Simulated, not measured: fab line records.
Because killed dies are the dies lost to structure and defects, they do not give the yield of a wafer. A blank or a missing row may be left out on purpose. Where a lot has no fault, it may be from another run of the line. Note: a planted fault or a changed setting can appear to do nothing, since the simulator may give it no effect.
fab line records	flow nandHarc
record lots=5	wafers=15	lastDay=24
route steps=1159 shown A_ONON_D1@424
lots that met no fault: taken from a fault-free run of the same line
startH: hours from the record's opening day to when the first of the lot's shown wafers began	waitH: hours since the lot's step before	" the same as in the row above	L1.1+2: one row covering several wafers at once	- no value, or no start given	* or withheld: withheld	< > ~ a bound
route shown NAME@n: NAME is a module with steps in the file, n the number in the route of the first one	usual: mean and standard deviation over wafers with no fault	same: alike in all rows	chamber/n: place in a boat	sites: each site's reading	_std_site: the standard deviation of these	_edge_site: the outer-site mean with the inner-site mean subtracted	radiusMm: how far each site lies from the wafer's centre	mask NAME#n: copy n	behind: the tool/chamber that last shaped the wafer	hold: the reason the lot was held/the length of the hold in hours/how it ended	device: whichever transistor did not switch (one of n, p or np)	end of line: the route-end tests of the same wafers	a step with no rows: only its recipe	killed: not the wafer's yield, but the dies lost to structure and defects at the first sort	map: shows each die of a wafer: x if killed, . if not, _ if none is there
set.NAME: the setting the step ran with; set.NAME@STEP: the setting that earlier step ran with	model.NAME: the simulator's own value behind a step, which no gauge read
lots at some steps of the route; a table a step, a row a wafer
services: when a tool's chamber went out of use (startH, in hours from the record's first day, below 0 if earlier), for how many hours, and the reason
## steps
# step NHARC_A_ONON_D1_DEP_00
# recipe targetThkA=10000	n2FlowSccm=2750	n2oFlowSccm=2000	nh3FlowSccm=500	sih4FlowSccm=210	tempC=400
# usual n2FlowSccm=2749/7.4
lot.wafer	tool	chamber	startH	waitH	n2FlowSccm
L074.3	pecvdOnon-02	0	155.75	0.2	2749
L074.4	"	0	"	"	2751
L074.5	"	0	"	"	2746
L075.1	pecvdOnon-01	0	162.91	0.1	2750
L075.3	"	0	"	"	2744
L075.6	"	0	"	"	2738
L081.1	pecvdOnon-03	0	196.96	0.1	2746
L081.3	"	0	"	"	2745
L081.6	"	0	"	"	2756
L085.2	pecvdOnon-03	0	217.94	0.1	2746
L085.3	"	0	"	"	2754
L085.4	"	0	"	"	2761
L089.1	pecvdOnon-01	0	245.84	0.1	2754
L089.3	"	0	"	"	2751
L089.5	"	0	"	"	2760
# step NHARC_A_ONON_D1_THK_MEAS_02
# recipe thkMeasGauge=ellipsometry
# usual thkNm=1002/11
lot.wafer	tool	chamber	startH	waitH	thkNm
L074.3	filmMetro-01	-	156.15	-	990
L074.4	"	-	"	"	989
L074.5	"	-	"	"	989
L075.1	filmMetro-01	-	163.42	-	999
L075.3	"	-	"	"	998
L075.6	"	-	"	"	1000
L081.1	filmMetro-01	-	197.47	-	1007
L081.3	"	-	"	"	1008
L081.6	"	-	"	"	1007
L085.2	filmMetro-01	-	218.39	-	977
L085.3	"	-	"	"	975
L085.4	"	-	"	"	977
L089.1	filmMetro-01	-	246.35	-	990
L089.3	"	-	"	"	991
L089.5	"	-	"	"	991
# step NHARC_A_ONON_D1_DEP_03
# recipe targetThkA=10000	n2FlowSccm=2750	n2oFlowSccm=2000	nh3FlowSccm=500	sih4FlowSccm=210	tempC=400
# usual n2FlowSccm=2749/8
lot.wafer	tool	chamber	startH	waitH	n2FlowSccm
L074.3	pecvdOnon-02	0	156.32	0.2	2761
L074.4	"	0	"	"	2750
L074.5	"	0	"	"	2762
L075.1	pecvdOnon-02	0	163.48	0.1	2758
L075.3	"	0	"	"	2762
L075.6	"	0	"	"	2741
L081.1	pecvdOnon-03	0	197.53	0.1	2745
L081.3	"	0	"	"	2740
L081.6	"	0	"	"	2741
L085.2	pecvdOnon-02	0	218.51	0.1	2749
L085.3	"	0	"	"	2768
L085.4	"	0	"	"	2745
L089.1	pecvdOnon-02	0	246.40	0.1	2758
L089.3	"	0	"	"	2742
L089.5	"	0	"	"	2754
# step NHARC_A_ONON_D1_THK_MEAS_05
# recipe thkMeasGauge=ellipsometry
# usual thkNm=1001/7.9
lot.wafer	tool	chamber	startH	waitH	thkNm
L074.3	filmMetro-01	-	156.71	-	1002
L074.4	"	-	"	"	1002
L074.5	"	-	"	"	1003
L075.1	filmMetro-01	-	163.99	-	994
L075.3	"	-	"	"	993
L075.6	"	-	"	"	994
L081.1	filmMetro-01	-	198.05	-	998
L081.3	"	-	"	"	998
L081.6	"	-	"	"	998
L085.2	filmMetro-01	-	218.97	-	1006
L085.3	"	-	"	"	1005
L085.4	"	-	"	"	1007
L089.1	filmMetro-01	-	246.92	-	998
L089.3	"	-	"	"	998
L089.5	"	-	"	"	998
# step NHARC_A_ONON_D1_DEP_06
# recipe targetThkA=10000	n2FlowSccm=2750	n2oFlowSccm=2000	nh3FlowSccm=500	sih4FlowSccm=210	tempC=400
# usual n2FlowSccm=2750/8.1
lot.wafer	tool	chamber	startH	waitH	n2FlowSccm
L074.3	pecvdOnon-02	0	156.88	0.2	2753
L074.4	"	0	"	"	2755
L074.5	"	0	"	"	2760
L075.1	pecvdOnon-01	0	164.04	0.1	2737
L075.3	"	0	"	"	2752
L075.6	"	0	"	"	2749
L081.1	pecvdOnon-03	0	198.10	0.1	2748
L081.3	"	0	"	"	2748
L081.6	"	0	"	"	2753
L085.2	pecvdOnon-01	0	219.08	0.1	2745
L085.3	"	0	"	"	2753
L085.4	"	0	"	"	2742
L089.1	pecvdOnon-03	0	246.97	0.1	2735
L089.3	"	0	"	"	2760
L089.5	"	0	"	"	2752
# step NHARC_A_ONON_D1_THK_MEAS_08
# recipe thkMeasGauge=ellipsometry
# usual thkNm=1000/9.6
lot.wafer	tool	chamber	startH	waitH	thkNm
L074.3	filmMetro-01	-	157.28	-	989
L074.4	"	-	"	"	987
L074.5	"	-	"	"	989
L075.1	filmMetro-01	-	164.57	-	1015
L075.3	"	-	"	"	1014
L075.6	"	-	"	"	1012
L081.1	filmMetro-01	-	198.62	-	999
L081.3	"	-	"	"	999
L081.6	"	-	"	"	1001
L085.2	filmMetro-01	-	219.53	-	993
L085.3	"	-	"	"	994
L085.4	"	-	"	"	995
L089.1	filmMetro-01	-	247.48	-	973
L089.3	"	-	"	"	974
L089.5	"	-	"	"	975
# step NHARC_A_ONON_D1_DEP_09
# recipe targetThkA=10000	n2FlowSccm=2750	n2oFlowSccm=2000	nh3FlowSccm=500	sih4FlowSccm=210	tempC=400
# usual n2FlowSccm=2749/8.3
lot.wafer	tool	chamber	startH	waitH	n2FlowSccm
L074.3	pecvdOnon-02	0	157.45	0.2	2751
L074.4	"	0	"	"	2752
L074.5	"	0	"	"	2753
L075.1	pecvdOnon-02	0	164.62	0.1	2755
L075.3	"	0	"	"	2745
L075.6	"	0	"	"	2750
L081.1	pecvdOnon-03	0	198.67	0.1	2761
L081.3	"	0	"	"	2754
L081.6	"	0	"	"	2755
L085.2	pecvdOnon-03	0	219.64	0.1	2749
L085.3	"	0	"	"	2747
L085.4	"	0	"	"	2765
L089.1	pecvdOnon-02	0	247.54	0.1	2756
L089.3	"	0	"	"	2753
L089.5	"	0	"	"	2750
# step NHARC_A_ONON_D1_THK_MEAS_11
# recipe thkMeasGauge=ellipsometry
# usual thkNm=999/9.2
lot.wafer	tool	chamber	startH	waitH	thkNm
L074.3	filmMetro-01	-	157.84	-	1014
L074.4	"	-	"	"	1015
L074.5	"	-	"	"	1013
L075.1	filmMetro-01	-	165.13	-	988
L075.3	"	-	"	"	988
L075.6	"	-	"	"	987
L081.1	filmMetro-01	-	199.18	-	996
L081.3	"	-	"	"	997
L081.6	"	-	"	"	997
L085.2	filmMetro-01	-	220.09	-	1011
L085.3	"	-	"	"	1012
L085.4	"	-	"	"	1012
L089.1	filmMetro-01	-	248.04	-	1007
L089.3	"	-	"	"	1007
L089.5	"	-	"	"	1006
# step NHARC_A_ONON_D1_DEP_12
# recipe targetThkA=10000	n2FlowSccm=2750	n2oFlowSccm=2000	nh3FlowSccm=500	sih4FlowSccm=210	tempC=400
# usual n2FlowSccm=2751/7.7
lot.wafer	tool	chamber	startH	waitH	n2FlowSccm
L074.3	pecvdOnon-02	0	158.01	0.2	2752
L074.4	"	0	"	"	2752
L074.5	"	0	"	"	2759
L075.1	pecvdOnon-02	0	165.18	0.1	2741
L075.3	"	0	"	"	2742
L075.6	"	0	"	"	2747
L081.1	pecvdOnon-03	0	199.23	0.1	2758
L081.3	"	0	"	"	2748
L081.6	"	0	"	"	2759
L085.2	pecvdOnon-02	0	220.21	0.1	2739
L085.3	"	0	"	"	2748
L085.4	"	0	"	"	2748
L089.1	pecvdOnon-01	0	248.10	0.1	2753
L089.3	"	0	"	"	2745
L089.5	"	0	"	"	2750
# step NHARC_A_ONON_D1_THK_MEAS_14
# recipe thkMeasGauge=ellipsometry
# usual thkNm=1002/12
lot.wafer	tool	chamber	startH	waitH	thkNm
L074.3	filmMetro-01	-	158.41	-	991
L074.4	"	-	"	"	990
L074.5	"	-	"	"	990
L075.1	filmMetro-01	-	165.70	-	996
L075.3	"	-	"	"	996
L075.6	"	-	"	"	996
L081.1	filmMetro-01	-	199.75	-	999
L081.3	"	-	"	"	998
L081.6	"	-	"	"	997
L085.2	filmMetro-01	-	220.69	-	1014
L085.3	"	-	"	"	1015
L085.4	"	-	"	"	1013
L089.1	filmMetro-01	-	248.60	-	1003
L089.3	"	-	"	"	1003
L089.5	"	-	"	"	1004
## services
tool	chamber	startH	hours	kind
pecvdOnon-03	-	153.00	13.0	pm
pecvdOnon-01	-	195.00	13.0	pm
## key
fault none
